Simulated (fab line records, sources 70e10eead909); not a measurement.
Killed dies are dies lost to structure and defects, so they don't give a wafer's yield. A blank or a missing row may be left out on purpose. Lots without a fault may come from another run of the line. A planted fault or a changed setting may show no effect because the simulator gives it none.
Problem report in the 8D (eight disciplines) form, filled by code | flow nand_harc | the parts of the form that need people (team, actions taken, sign-off) are left out

1. THE PROBLEM
thk_nm at NHARC_A_ONON_D2_THK_MEAS_11 reads a mean of 939 nm on 4 wafers of 2 lots; wafers without a fault read 1001 nm with a standard deviation of 8.8. That is -7.0 standard deviations from the usual mean.
The step: measures by ellipsometry.
First seen on wafer L583.1, day 19 06:16, on film_metro-01. The record holds 42 wafers of 14 lots with a number at this step. Rule for "out", or "out of limits": more than 4 standard deviations from the usual mean. The other wafers with a number count as sound.

2. WHAT IT IS AND WHAT IT IS NOT
question                    | is                             | is not
which readings at this step | thk_nm                         | -
which lots                  | L583, L585                     | L567, L568, L569, L571, L572, L573, L574, L575, L576, L584, L586, L588
which wafers of those lots  | L583.1, L583.2, L585.1, L585.2 | L583.3, L585.5
read on which gauges        | film_metro-01                  | film_metro-02
when                        | from day 19 06:16              | up to then (28 sound wafers); but 10 sound wafers of L584, L585, L586, L588 came after

3. SUSPECTS, AND WHAT RULES EACH OUT
Counting: a tool at a process step up to the reading stays a suspect if it ran every lot that is out. Sound lots after the first of them don't rule it out here, since some wafers of a struck lot are sound.
- the gauge at NHARC_A_ONON_D2_THK_MEAS_11: kept. All the wafers that are out were read on film_metro-01, and no step on other tools shows them out.
- rie_si-01 at NHARC_A_DECK1_JOINT_ETCHBACK_07 (etches the open film in HBr, target depth 105 nm, time 26.9 s): kept. It ran every lot that is out, first L583 (day 17 17:03); its last sound lot up to then is L574 (day 14 08:44).
- pecvd_onon-03 at NHARC_A_ONON_D2_DEP_09 (target thk 1000 nm): kept. It ran every lot that is out, first L583 (day 19 05:45); its last sound lot up to then is L572 (day 14 05:01).
Left after counting: rie_si-01 at NHARC_A_DECK1_JOINT_ETCHBACK_07, pecvd_onon-03 at NHARC_A_ONON_D2_DEP_09, film_metro-01 at NHARC_A_ONON_D2_THK_MEAS_11.

4. THE CAUSE (what the simulator had put in)
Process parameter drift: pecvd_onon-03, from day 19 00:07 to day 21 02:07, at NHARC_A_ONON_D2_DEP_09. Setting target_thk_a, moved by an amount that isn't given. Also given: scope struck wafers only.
Counting left 3 suspects, and this tool is among them.

5. THE CHAIN OF EFFECTS, in route order
Each row: a reading whose mean over the struck wafers that have a number lies more than 3 standard deviations from the usual. Only readings for which the record gives a usual standard deviation are gone through. hours: the time from each lot's start at the first step in this table that gives one to its start at this step, as a median over the lots. sigmas: the change in usual standard deviations.
hours | step                        | reading | usual   | on struck wafers | change | sigmas
0     | NHARC_A_ONON_D2_THK_MEAS_11 | thk_nm  | 1001 nm | 939              | -62    | -7.0

6. WHAT WOULD HAVE CAUGHT IT SOONER
In this record the first reading out of limits at a measuring or inspecting step was taken at day 19 06:16, 6 hours after the fault began at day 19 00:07.
Of the tool readings at NHARC_A_ONON_D2_DEP_09 for which the record gives a usual standard deviation, none was out on any struck wafer, so an alarm limit of 4 standard deviations on them would not have fired.
Of the lots that are out (2), L585 began NHARC_A_ONON_D2_DEP_09 on pecvd_onon-03 after day 19 06:16. A hold on the tool at that time would have spared it.
